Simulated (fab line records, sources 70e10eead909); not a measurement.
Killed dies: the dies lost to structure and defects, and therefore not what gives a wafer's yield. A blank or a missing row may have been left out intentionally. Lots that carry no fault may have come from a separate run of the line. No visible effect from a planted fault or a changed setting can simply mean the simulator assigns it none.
Which tool is to blame? + flow nandHarc + 22 lots with 66 wafers sampled at 2 steps, on a route of 1302 steps

== WHAT THE GAUGES READ, wafer by wafer ==
NHARC_A_CHANNEL_HOLE_D2_CD_MEAS_18.
| lot  | measured     | on       | cdNm (nm)         |
|------|--------------|----------|-------------------|
| L074 | day 13 03:37 | cdSem-02 | 103.1 97.5 99.9   |
| L075 | day 13 15:10 | cdSem-03 | 99.4 99.6 97.9    |
| L076 | day 14 03:30 | cdSem-03 | 100.7 99.0 99.4   |
| L077 | day 14 04:37 | cdSem-01 | 102.8 99.6 105.1  |
| L079 | day 14 22:47 | cdSem-02 | 99.9 100.8 99.2   |
| L080 | day 15 21:46 | cdSem-01 | 95.9 98.7 98.1    |
| L082 | day 16 08:22 | cdSem-02 | 96.6 100.2 95.7   |
| L083 | day 17 01:31 | cdSem-03 | 95.3 97.0 98.0    |
| L084 | day 17 06:04 | cdSem-01 | 96.8 98.4 98.0    |
| L085 | day 18 02:53 | cdSem-01 | 96.0 99.0 97.6    |
| L086 | day 18 13:14 | cdSem-01 | 101.4 97.6 101.1  |
| L087 | day 18 13:44 | cdSem-02 | 95.6 98.0 94.8    |
| L088 | day 19 01:24 | cdSem-01 | 98.5 99.1 94.9    |
| L089 | day 19 20:17 | cdSem-01 | 98.1 104.6 101.0  |
| L091 | day 20 00:08 | cdSem-03 | 96.7 96.3 98.7    |
| L090 | day 20 01:28 | cdSem-03 | 101.1 99.8 98.5   |
| L092 | day 20 13:15 | cdSem-03 | 98.3 99.9 100.7   |
| L093 | day 21 01:30 | cdSem-01 | 97.0 94.7 97.6    |
| L094 | day 21 02:47 | cdSem-03 | 99.8 100.9 97.9   |
| L095 | day 22 07:39 | cdSem-01 | 100.8 100.1 98.4  |
| L096 | day 22 22:08 | cdSem-01 | 100.2 100.6 100.2 |
| L097 | day 22 23:27 | cdSem-01 | 98.2 95.9 97.4    |

== WHAT TOOL EACH LOT RAN ON (gives the tool, then ch and the chambers of the sampled wafers, and finally the start) ==
| lot  | NHARC_A_CHANNEL_HOLE_D2_DESCUM_15 |
|------|-----------------------------------|
| L074 | rieDiel-12 ch 1,2,3, day 13 02:31 |
| L075 | rieDiel-12 ch 0,2,3, day 13 14:04 |
| L076 | rieDiel-01 ch 0,1, day 14 02:24   |
| L077 | rieDiel-10 ch 0,2,3, day 14 03:32 |
| L079 | rieDiel-01 ch 0,2,3, day 14 21:41 |
| L080 | rieDiel-01 ch 1,3, day 15 20:39   |
| L082 | rieDiel-12 ch 0,2,3, day 16 07:16 |
| L083 | rieDiel-10 ch 0,1, day 17 00:11   |
| L084 | rieDiel-12 ch 1,2,3, day 17 04:58 |
| L085 | rieDiel-12 ch 2,3, day 18 01:47   |
| L086 | rieDiel-01 ch 1,2,3, day 18 12:08 |
| L087 | rieDiel-12 ch 0,1,2, day 18 12:38 |
| L088 | rieDiel-12 ch 0,1, day 19 00:17   |
| L089 | rieDiel-10 ch 0,3, day 19 19:11   |
| L091 | rieDiel-12 ch 0,1,2, day 19 23:02 |
| L090 | rieDiel-01 ch 1,2,3, day 20 00:22 |
| L092 | rieDiel-01 ch 0,3, day 20 12:08   |
| L093 | rieDiel-12 ch 0,1,3, day 21 00:23 |
| L094 | rieDiel-12 ch 0,1,2, day 21 01:41 |
| L095 | rieDiel-01 ch 0,2,3, day 22 06:34 |
| L096 | rieDiel-12 ch 0,1, day 22 21:02   |
| L097 | rieDiel-01 ch 0,1,2, day 22 22:20 |
- NHARC_A_CHANNEL_HOLE_D2_DESCUM_15: chemistry O2, time 3 s.

== AS READ BY THE TOOLS THEMSELVES (means over the sampled wafers that have a number; for cases with no such wafer, the mark the record gives instead) ==
NHARC_A_CHANNEL_HOLE_D2_DESCUM_15.
| lot  | tool       | drypumpMotorCurrentA (A) | o2FlowSccm (sccm) | oesProductAu (a.u.) | rfVppV (V) | showerheadPlenumPTorr (Torr) | throttleValvePct (%) |
|------|------------|--------------------------|-------------------|---------------------|------------|------------------------------|----------------------|
| L074 | rieDiel-12 | 5.2                      | 199.6             | 0.995               | 57.8       | 1.96                         | 11.317               |
| L075 | rieDiel-12 | 5.5                      | 199.9             | 0.998               | 58.1       | 1.98                         | 11.311               |
| L076 | rieDiel-01 | 5.7                      | 199.8             | 0.998               | 57.4       | 1.85                         | 11.298               |
| L077 | rieDiel-10 | 5.7                      | 199.6             | 1.005               | 57.3       | 1.91                         | 11.296               |
| L079 | rieDiel-01 | 5.7                      | 199.7             | 1.000               | 57.6       | 1.92                         | 11.322               |
| L080 | rieDiel-01 | 5.3                      | 200.0             | 1.018               | 57.8       | 1.87                         | 11.311               |
| L082 | rieDiel-12 | 5.5                      | 199.6             | 1.000               | 58.2       | 1.98                         | 11.317               |
| L083 | rieDiel-10 | 5.8                      | 200.7             | 0.988               | 57.5       | 1.88                         | 11.304               |
| L084 | rieDiel-12 | 5.2                      | 200.0             | 0.995               | 57.7       | 1.96                         | 11.319               |
| L085 | rieDiel-12 | 5.5                      | 199.6             | 0.993               | 58.6       | 1.99                         | 11.308               |
| L086 | rieDiel-01 | 5.5                      | 200.0             | 1.011               | 56.4       | 1.87                         | 11.314               |
| L087 | rieDiel-12 | 5.4                      | 199.8             | 1.000               | 58.0       | 2.00                         | 11.318               |
| L088 | rieDiel-12 | 5.0                      | 199.9             | 0.999               | 58.7       | 1.97                         | 11.304               |
| L089 | rieDiel-10 | 5.8                      | 199.8             | 1.003               | 58.3       | 1.90                         | 11.305               |
| L091 | rieDiel-12 | 5.4                      | 200.3             | 0.997               | 58.5       | 1.99                         | 11.310               |
| L090 | rieDiel-01 | 5.5                      | 199.8             | 1.007               | 57.7       | 1.87                         | 11.315               |
| L092 | rieDiel-01 | 5.7                      | 200.1             | 1.005               | 58.3       | 1.97                         | 11.308               |
| L093 | rieDiel-12 | 5.2                      | 199.5             | 0.994               | 57.7       | 1.95                         | 11.316               |
| L094 | rieDiel-12 | 5.4                      | 200.1             | 0.998               | 58.7       | 1.99                         | 11.313               |
| L095 | rieDiel-01 | 5.7                      | 200.0             | 1.000               | 57.5       | 1.92                         | 11.312               |
| L096 | rieDiel-12 | 5.3                      | 200.2             | 0.989               | 57.8       | 1.98                         | 11.308               |
| L097 | rieDiel-01 | 5.9                      | 199.5             | 1.006               | 57.6       | 1.85                         | 11.305               |

== THE ANSWER, worked out from the rows above alone ==
Rule: the usual values come from the lots themselves. Put in order of their means at a reading, lots are off if they are a third of the lots or fewer, leave a main group of 4 or more, and stand apart from it by a gap of 3 or more times the standard deviation of the main group's means; of several such gaps the widest counts. A main group whose means are all the same, to the digits that the tables above print for the reading, isn't used. A lot without any number at a reading at which 4 lots or more have one is off too. All remaining lots with rows at the step are treated as sound. After the gauges, taken in route order, come the tools' own readings; for these a lot's mean is taken, as printed above. At the first step where some lot is off, the reading lying furthest off is the one used; lots without a number count as furthest.
No lot is off on any of the readings shown, so nothing can be concluded from this.

== WHAT THE SIMULATOR PUT IN ==
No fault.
